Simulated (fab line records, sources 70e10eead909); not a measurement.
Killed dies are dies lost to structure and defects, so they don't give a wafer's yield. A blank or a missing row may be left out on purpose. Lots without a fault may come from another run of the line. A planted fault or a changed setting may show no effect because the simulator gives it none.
Chamber matching | flow nand_harc | NHARC_P_BONDPAD_CMP_19 on cmp-02: 4 sister chambers
The step polishes, t overpolish 30 s, cu recess touch 16 s, target thk 160.81 nm. 14 wafers are shown with their chamber, then 7 later ones without.

WAFERS WITH THEIR CHAMBER
wafer  | chamber | motor_current_A (A) | overpolish_run_s (s)
L077.1 | 0       | 13.1                | 30.012
L077.5 | 3       | 12.8                | 29.995
L077.6 | 0       | 12.4                | 30.007
L078.1 | 1       | 11.5                | 30.003
L078.4 | 0       | 12.7                | 30.006
L078.6 | 3       | 14.2                | 30.000
L079.2 | 2       | 11.5                | 29.996
L079.4 | 1       | 11.4                | 29.987
L079.6 | 2       | 12.2                | 29.995
L082.2 | 2       | 11.4                | 29.996
L082.4 | 1       | 12.2                | 30.010
L082.5 | 1       | 12.0                | 29.997
L088.2 | 0       | 13.1                | 29.992
L088.4 | 2       | 11.8                | 29.994

SIGNATURES (means of the wafers above)
reading          | chamber 0 | chamber 1 | chamber 2 | chamber 3 | scatter within a chamber
motor_current_A  | 12.825    | 11.775    | 11.725    | 13.500    | 0.465
overpolish_run_s | 30.00425  | 29.99925  | 29.99525  | 29.99750  | 0.00722
Rule: a wafer's distance from a chamber is the root of the sum, over the readings, of the square of ((its reading less the chamber's mean) divided by the reading's scatter). The wafer belongs to the nearest chamber; if the next one is less than 2 further off, it can't be placed. The scatter: the root of (the sum of the squares of (reading less its chamber's mean) over the shown wafers, divided by (wafers less chambers)).

WAFERS WITHOUT THEIR CHAMBER
wafer  | motor_current_A (A) | overpolish_run_s (s)
L088.5 | 11.6                | 30.000
L089.3 | 12.1                | 30.013
L089.4 | 12.0                | 30.008
L089.5 | 12.5                | 30.008
L090.1 | 13.3                | 30.006
L090.5 | 12.5                | 29.997
L090.6 | 11.4                | 29.994

WHICH CHAMBER EACH WENT THROUGH
wafer  | from the rows above               | in truth
L088.5 | can't be placed: 1 or 2           | 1
L089.3 | can't be placed: 0 or 1 or 2 or 3 | 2
L089.4 | can't be placed: 1 or 0 or 2      | 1
L089.5 | can't be placed: 0 or 1 or 2 or 3 | 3
L090.1 | can't be placed: 0 or 3           | 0
L090.5 | can't be placed: 0 or 1 or 2 or 3 | 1
L090.6 | can't be placed: 2 or 1           | 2
Placed correctly: 0 of 7. Can't be placed from these rows: 7 (the true chamber is among the candidates in 7). Placed wrongly: 0.
